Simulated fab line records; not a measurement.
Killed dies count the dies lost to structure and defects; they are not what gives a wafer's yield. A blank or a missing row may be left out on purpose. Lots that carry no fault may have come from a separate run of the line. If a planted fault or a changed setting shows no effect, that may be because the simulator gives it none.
Chamber matching | flow nand harc | NHARC_P_CONTACT_ALD_22 on ald metal-01 has 4 sister chambers
The step deposits TiN, target thk 3 nm, pulse time 1 s, ald cycles 150. 27 wafers are shown with their chamber, then 12 later ones without.

== WAFERS PAIRED WITH THEIR CHAMBERS ==
wafer  | chamber | heater power w (W) | precursor pulse height rel
L075.3 | 2       | 1006               | 1.001
L075.5 | 1       | 900                | 1.007
L075.6 | 2       | 1028               | 1.002
L076.1 | 1       | 921                | 1.008
L076.4 | 3       | 1027               | 1.019
L076.6 | 1       | 949                | 1.021
L082.1 | 2       | 1023               | 0.997
L082.4 | 3       | 1022               | 0.995
L082.5 | 2       | 1009               | 1.005
L087.1 | 3       | 1009               | 1.015
L087.2 | 1       | 924                | 1.035
L087.3 | 2       | 1033               | 1.026
L087.4 | 0       | 868                | 1.025
L087.5 | 2       | 1010               | 0.997
L087.6 | 3       | 1013               | 1.009
L086.1 | 3       | 998                | 0.995
L086.2 | 2       | 1018               | 0.991
L086.3 | 0       | 852                | 0.990
L086.4 | 1       | 916                | 0.991
L086.5 | 1       | 934                | 0.991
L086.6 | 0       | 870                | 1.005
L090.1 | 0       | 865                | 0.996
L090.3 | 1       | 939                | 1.022
L090.6 | 1       | 920                | 0.995
L090.2 | 3       | 995                | 0.997
L090.4 | 2       | 1041               | 0.989
L090.5 | 0       | 858                | 1.018

SIGNATURES (averages over the wafers above)
reading                    | chamber 0 | chamber 1 | chamber 2 | chamber 3 | scatter within a chamber
heater power w             | 862.60    | 925.38    | 1021.00   | 1010.67   | 12.7
precursor pulse height rel | 1.00680   | 1.00875   | 1.00100   | 1.00500   | 0.0135
Rule: a wafer's distance from a chamber is the root of the sum, over the readings, of the square of ((its reading less the chamber's mean) divided by the reading's scatter). The wafer belongs to the nearest chamber; if the next one is less than 2 further off, it can't be placed. The scatter: the root of (the sum of the squares of (reading less its chamber's mean) over the shown wafers, divided by (wafers less chambers)).

== WAFERS WHOSE CHAMBER IS MISSING ==
wafer  | heater power w (W) | precursor pulse height rel
L093.1 | 929                | 1.006
L093.2 | 878                | 0.988
L093.3 | 1031               | 1.028
L094.1 | 867                | 0.971
L094.4 | 1015               | 0.977
L094.6 | 1009               | 1.014
L095.2 | 842                | 1.023
L095.4 | 983                | 0.994
L095.6 | 930                | 1.038
L096.2 | 1021               | 0.998
L096.3 | 874                | 1.015
L096.5 | 874                | 0.982

== EACH ONE'S CHAMBER ==
wafer  | from the rows above     | in truth
L093.1 | 1                       | 1
L093.2 | 0                       | 0
L093.3 | can't be placed: 2 or 3 | 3
L094.1 | 0                       | 0
L094.4 | can't be placed: 2 or 3 | 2
L094.6 | can't be placed: 3 or 2 | 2
L095.2 | 0                       | 0
L095.4 | can't be placed: 3 or 2 | 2
L095.6 | 1                       | 1
L096.2 | can't be placed: 2 or 3 | 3
L096.3 | 0                       | 0
L096.5 | 0                       | 0
Correct placement for 7 of the 12. Can't be placed from these rows: 5 (the true chamber is among the candidates in 5). Number placed wrongly: 0.
